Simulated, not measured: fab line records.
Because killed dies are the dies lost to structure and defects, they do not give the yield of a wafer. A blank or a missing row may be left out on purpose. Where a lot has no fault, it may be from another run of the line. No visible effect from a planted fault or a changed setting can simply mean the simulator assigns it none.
Chamber matching / flow nandHarc / NHARC_A_CONTACT_ETCH_48 on rieDiel-13: 4 sister chambers
The step etches the open film in CF4, target depth 39 nm, time 65 s. 8 wafers are shown with their chamber, then 10 later ones without.

## WAFERS WITH THEIR CHAMBER
wafer=L082.6; chamber=2; showerheadPlenumPTorr (Torr)=1.68; drypumpMotorCurrentA (A)=6.1
wafer=L084.3; chamber=3; showerheadPlenumPTorr (Torr)=1.83; drypumpMotorCurrentA (A)=6.2
wafer=L084.6; chamber=1; showerheadPlenumPTorr (Torr)=1.79; drypumpMotorCurrentA (A)=5.2
wafer=L083.1; chamber=1; showerheadPlenumPTorr (Torr)=1.79; drypumpMotorCurrentA (A)=5.2
wafer=L083.3; chamber=3; showerheadPlenumPTorr (Torr)=1.83; drypumpMotorCurrentA (A)=6.2
wafer=L083.5; chamber=0; showerheadPlenumPTorr (Torr)=1.77; drypumpMotorCurrentA (A)=5.5
wafer=L090.1; chamber=2; showerheadPlenumPTorr (Torr)=1.68; drypumpMotorCurrentA (A)=6.0
wafer=L090.3; chamber=0; showerheadPlenumPTorr (Torr)=1.76; drypumpMotorCurrentA (A)=5.6

## WAFERS MISSING THEIR CHAMBER
wafer=L090.6; showerheadPlenumPTorr (Torr)=1.79; drypumpMotorCurrentA (A)=5.2
wafer=L091.3; showerheadPlenumPTorr (Torr)=1.76; drypumpMotorCurrentA (A)=5.6
wafer=L091.4; showerheadPlenumPTorr (Torr)=1.68; drypumpMotorCurrentA (A)=6.0
wafer=L091.5; showerheadPlenumPTorr (Torr)=1.79; drypumpMotorCurrentA (A)=5.2
wafer=L095.1; showerheadPlenumPTorr (Torr)=1.68; drypumpMotorCurrentA (A)=6.0
wafer=L095.2; showerheadPlenumPTorr (Torr)=1.76; drypumpMotorCurrentA (A)=5.6
wafer=L095.4; showerheadPlenumPTorr (Torr)=1.79; drypumpMotorCurrentA (A)=5.2
wafer=L097.1; showerheadPlenumPTorr (Torr)=1.76; drypumpMotorCurrentA (A)=5.6
wafer=L097.2; showerheadPlenumPTorr (Torr)=1.68; drypumpMotorCurrentA (A)=6.0
wafer=L097.6; showerheadPlenumPTorr (Torr)=1.82; drypumpMotorCurrentA (A)=6.2

## EACH ONE'S CHAMBER
wafer=L090.6; from the rows above=1; in truth=1
wafer=L091.3; from the rows above=0; in truth=0
wafer=L091.4; from the rows above=2; in truth=2
wafer=L091.5; from the rows above=1; in truth=1
wafer=L095.1; from the rows above=2; in truth=2
wafer=L095.2; from the rows above=0; in truth=0
wafer=L095.4; from the rows above=1; in truth=1
wafer=L097.1; from the rows above=0; in truth=0
wafer=L097.2; from the rows above=2; in truth=2
wafer=L097.6; from the rows above=3; in truth=3
10 of 10 placed correctly. Left unplaced by these rows: 0. Placed wrongly: 0.
How it was worked out, from the rows above alone: a wafer's distance from a chamber is the root of the sum, over the readings, of the square of ((its reading less the chamber's mean) divided by the reading's scatter). The wafer belongs to the nearest chamber; if the next one is less than 2 further off, it can't be placed. Each chamber's mean is taken over the wafers shown for it. How the scatter is found: for the shown wafers, subtract from each reading the mean of its chamber, square and add these, divide the total by (wafers less chambers), then take the root.
